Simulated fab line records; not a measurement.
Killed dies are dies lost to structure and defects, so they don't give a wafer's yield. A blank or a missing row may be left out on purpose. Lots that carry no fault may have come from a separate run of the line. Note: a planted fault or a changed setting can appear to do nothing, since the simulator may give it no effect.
Matching of chambers -- flow n5-finfet -- cmp-04 running N5_BEOL_M7_CMP_52: 4 sister chambers
The step polishes, stops on SiCOH lowk, t overpolish 6.9 s, target thk 80 nm. 8 wafers are shown with their chamber, then 9 later ones without.

WAFERS PAIRED WITH THEIR CHAMBERS
wafer,chamber,motor-current-A (A),time-to-endpoint-s (s)
L077.6,2,6.5,58
L082.1,1,7.0,58
L082.3,2,6.1,60
L084.3,0,5.2,64
L084.5,3,6.3,68
L086.1,1,6.8,64
L086.3,3,6.2,63
L086.4,0,5.1,58

WAFERS MISSING THEIR CHAMBER
wafer,motor-current-A (A),time-to-endpoint-s (s)
L088.1,5.3,60
L088.3,6.7,58
L088.5,5.1,60
L090.1,6.3,64
L090.2,7.0,65
L090.5,5.0,60
L096.1,6.1,65
L096.3,6.8,59
L096.4,5.4,59

THE CHAMBER EACH PASSED THROUGH
wafer,from the rows above,in truth
L088.1,0,0
L088.3,can't be placed: 1 or 2 or 3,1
L088.5,0,0
L090.1,can't be placed: 3 or 2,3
L090.2,1,1
L090.5,0,0
L096.1,can't be placed: 3 or 2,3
L096.3,1,1
L096.4,0,0
Correct placement for 6 of the 9. Not placeable from these rows: 3 (in 3, the candidates include the true chamber). Number placed wrongly: 0.
How it was worked out, from the rows above alone: a wafer's distance from a chamber is the root of the sum, over the readings, of the square of ((its reading less the chamber's mean) divided by the reading's scatter). If the next closest chamber is less than 2 further off than the closest, the wafer can't be placed; otherwise it belongs to the closest. A chamber's mean is the mean of its shown wafers. The scatter is the square root of a quotient: the sum, over the shown wafers, of each reading's squared deviation from its chamber's mean, divided by wafers minus chambers.
